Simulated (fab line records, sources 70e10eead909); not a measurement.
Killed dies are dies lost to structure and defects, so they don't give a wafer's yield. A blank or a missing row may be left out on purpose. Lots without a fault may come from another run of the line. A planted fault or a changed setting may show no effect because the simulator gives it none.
Which tool did it? | flow nand_harc | 15 lots, 45 wafers sampled, at 2 steps of a route of 1159

WHAT THE GAUGES READ, wafer by wafer
NHARC_A_BLC_INSPECT_28.
lot  | measured     | on                | raw_defect_count
L568 | day 17 23:52 | defect_inspect-01 | 497 739 499
L566 | day 18 00:48 | defect_inspect-02 | 544 408 601
L565 | day 18 03:47 | defect_inspect-02 | 551 466 391
L569 | day 18 07:25 | defect_inspect-02 | 311 448 367
L572 | day 18 21:47 | defect_inspect-02 | 368 493 557
L571 | day 18 22:34 | defect_inspect-01 | 611 448 468
L574 | day 19 23:27 | defect_inspect-01 | 373 352 356
L578 | day 20 20:09 | defect_inspect-02 | 306 338 564
L580 | day 21 18:14 | defect_inspect-02 | 400 407 375
L581 | day 21 18:59 | defect_inspect-02 | 382 365 477
L582 | day 21 20:56 | defect_inspect-02 | 415 490 398
L584 | day 22 05:34 | defect_inspect-01 | 305 343 329
L586 | day 22 19:27 | defect_inspect-01 | 265 404 369
L587 | day 22 23:11 | defect_inspect-01 | 497 727 523
L588 | day 23 07:34 | defect_inspect-01 | 315 330 408

WHICH TOOL RAN EACH LOT (tool, then ch and the chambers of the sampled wafers, then the start)
lot  | NHARC_A_BLC_PVD_32
L568 | pvd_sputter-03, day 17 23:52 or earlier
L566 | pvd_sputter-02, day 18 00:48 or earlier
L565 | pvd_sputter-02, day 18 03:47 or earlier
L569 | pvd_sputter-02, day 18 07:25 or earlier
L572 | pvd_sputter-03, day 18 21:47 or earlier
L571 | pvd_sputter-02, day 18 22:34 or earlier
L574 | pvd_sputter-02, day 19 23:27 or earlier
L578 | pvd_sputter-02, day 20 20:09 or earlier
L580 | pvd_sputter-01, day 21 18:14 or earlier
L581 | pvd_sputter-02, day 21 18:59 or earlier
L582 | pvd_sputter-03, day 21 20:56 or earlier
L584 | pvd_sputter-02, day 22 05:34 or earlier
L586 | pvd_sputter-03, day 22 19:27 or earlier
L587 | pvd_sputter-02, day 22 23:11 or earlier
L588 | pvd_sputter-03, day 23 07:34 or earlier
- NHARC_A_BLC_PVD_32: deposits Ti, target thk 5 nm, time 17.7 s.

WHAT THE TOOLS THEMSELVES READ (means of the sampled wafers that have a number; where no wafer has one, the mark that the record gives instead)
NHARC_A_BLC_PVD_32.
lot  | tool           | throttle_valve_pct (%)
L568 | pvd_sputter-03 | 30.1
L566 | pvd_sputter-02 | 30.2
L565 | pvd_sputter-02 | 30.3
L569 | pvd_sputter-02 | 30.6
L572 | pvd_sputter-03 | 29.4
L571 | pvd_sputter-02 | 30.3
L574 | pvd_sputter-02 | 30.5
L578 | pvd_sputter-02 | 30.2
L580 | pvd_sputter-01 | 30.1
L581 | pvd_sputter-02 | 30.5
L582 | pvd_sputter-03 | 29.4
L584 | pvd_sputter-02 | 30.6
L586 | pvd_sputter-03 | 30.0
L587 | pvd_sputter-02 | 30.2
L588 | pvd_sputter-03 | 29.8

THE ANSWER, worked out from the rows above alone
Rule: what is usual is taken from the lots themselves. Put in order of their means at a reading, lots are off if they are a third of the lots or fewer, leave a main group of 4 or more, and stand apart from it by a gap of 3 or more times the standard deviation of the main group's means; of several such gaps the widest counts. A main group whose means are all the same, to the digits that the tables above print for the reading, isn't used. A lot without any number at a reading at which 4 lots or more have one is off too. The other lots that the step has rows for count as sound. The gauges are gone through in route order, then the tools' own readings, and for those a lot's mean is taken as printed above. The first step at which some lot is off is used, and at that step the reading that is off furthest; a lot without a number counts as furthest.
No lot is off at any reading shown: from this, nothing can be told.

WHAT THE SIMULATOR HAD PUT IN
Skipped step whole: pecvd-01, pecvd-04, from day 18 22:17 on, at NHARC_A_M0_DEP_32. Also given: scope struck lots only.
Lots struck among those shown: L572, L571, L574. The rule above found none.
